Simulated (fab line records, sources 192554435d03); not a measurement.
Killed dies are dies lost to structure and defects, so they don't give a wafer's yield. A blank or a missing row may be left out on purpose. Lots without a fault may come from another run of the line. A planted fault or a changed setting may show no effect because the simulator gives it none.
A struck lot beside a sound one | flow n5_finfet | 15 steps out of a route of 1938
Sound: wafers L287.3, L287.4, L287.6. Struck: wafers L282.5, L282.6. The cause comes at the end.
At each step with rows: each side's tool, then ch and its chambers, then its first start. Under that, the readings that differ: sound wafers | struck wafers | difference of the means | sigmas: that difference in standard deviations of wafers without a fault.
alike: readings whose means differ by less than 2 such deviations, and words and numbers that are the same on both sides. not compared: withheld readings, readings that some wafer has no value for, bounds like >300 that may hide the same value, and numbers for which the record gives no deviation and whose values overlap.
The two part at a step that has a row with sigmas, a row that says differs or no value, or rows on one side only. Numbers that don't overlap but have no deviation are shown without sigmas and don't part them. A reading that every wafer of one side lacks parts them only if that side has two wafers or more.

first, 1 step without rows for these wafers: N5_BEOL_M11_TRENCH_ETCH_37 (etches SiCOH lowk in C4F6/O2, target depth 148.83 nm, time 48 s).
N5_BEOL_M11_ETCH_41: etches SiCN in CH3F/O2, target depth 42.6 nm, time 86 s.
  sound on rie_diel-03 ch 0,3; struck on rie_diel-01 ch 0,1
  alike: drypump_motor_current_A, oes_product_au, rf_vpp_V, showerhead_plenum_p_Torr, throttle_valve_pct
  not compared: rf_hours_counter_h
N5_BEOL_M11_STRIP_77: strips in N2/H2, time 10 s.
  sound on rie_diel-03 ch 0,3; struck on rie_diel-01 ch 0,1
  alike: drypump_motor_current_A, oes_product_au, rf_vpp_V, showerhead_plenum_p_Torr, throttle_valve_pct
  not compared: rf_hours_counter_h
N5_BEOL_M11_OCD_MEAS_38:
  sound on ocd-02, day 17 10:16; struck on ocd-01, day 15 08:19
  alike: trench_depth_nm
then, 4 steps without rows for these wafers: N5_BEOL_M11_HM_STRIP_39 (strips TiN in peroxide tin strip, target depth 25 nm, time 158 s); N5_BEOL_M11_SRD_40 (time 30 s); N5_BEOL_M11_PRECLEAN_42 (cleans in residue remover, time 60 s); N5_BEOL_M11_SRD_43 (time 30 s).
N5_BEOL_M11_CD_MEAS_35: target cd 70 nm.
  sound on cd_sem-03, day 17 10:26; struck on cd_sem-02, day 15 08:29
  alike: cd_nm
N5_BEOL_M11_CURE_72: cures SiCOH lowk, time 120 s.
  sound on uv_cure-01 ch 0, day 17 10:47; struck on uv_cure-01 ch 1, day 15 09:19
  alike: lamp_power_pct, wafer_temp_C_max
N5_BEOL_M11_DEGAS_44: time 60 s.
  sound on pvd_sputter-02, day 17 11:03; struck on pvd_sputter-03, day 15 09:46
  alike: heater_power_w
N5_BEOL_M11_PRE_CLEAN_45: time 30 s.
  sound on pvd_sputter-02, day 17 11:05; struck on pvd_sputter-03, day 15 09:49
  alike: heater_power_w
N5_BEOL_M11_ALD_74: deposits TaN, target thk 2 nm, pulse time 2 s, purge time 3 s.
  sound on ald_metal-04 ch 1,2, day 17 11:10; struck on ald_metal-01 ch 2,3, day 15 09:59
  reading                                  | sound    | struck  | difference | sigmas
  ald_cycles                               | 40 40 40 | 29 29   | -11        |
  model.TaN_of_BEOL_M11_ALD_74.thk_nm (nm) | 2 2 2    | 1.4 1.4 | -0.6       |
  alike: heater_power_w
then, 1 step without rows for these wafers: N5_BEOL_M11_SURFACE_TREAT_76.
N5_PASSIVATION_PROBE_49:
  sound on prober-02, day 19 07:21; struck on prober-02, day 17 07:34
  reading                 | sound       | struck  | difference | sigmas
  killed_at_front_end     | 47 87 49    | 39 32   | -26        | -2
  sort_bin_5_function (%) | 5.1 8.1 5.8 | 4.7 3.6 | -2.2       | -2
  alike: defect_limited_yield, killed_at_M0_to_M3, killed_at_M4_up, killed_at_contacts, killed_at_other, killed_dies, killed_open, killed_short, sort_bin_6_memory, sort_bin_8_speed, sort_n_pass, sort_yield_pct
  not compared: sort_bin_4_leakage

WHERE THEY PART
Only at N5_PASSIVATION_PROBE_49, within this record.

WHY: what the simulator had put in
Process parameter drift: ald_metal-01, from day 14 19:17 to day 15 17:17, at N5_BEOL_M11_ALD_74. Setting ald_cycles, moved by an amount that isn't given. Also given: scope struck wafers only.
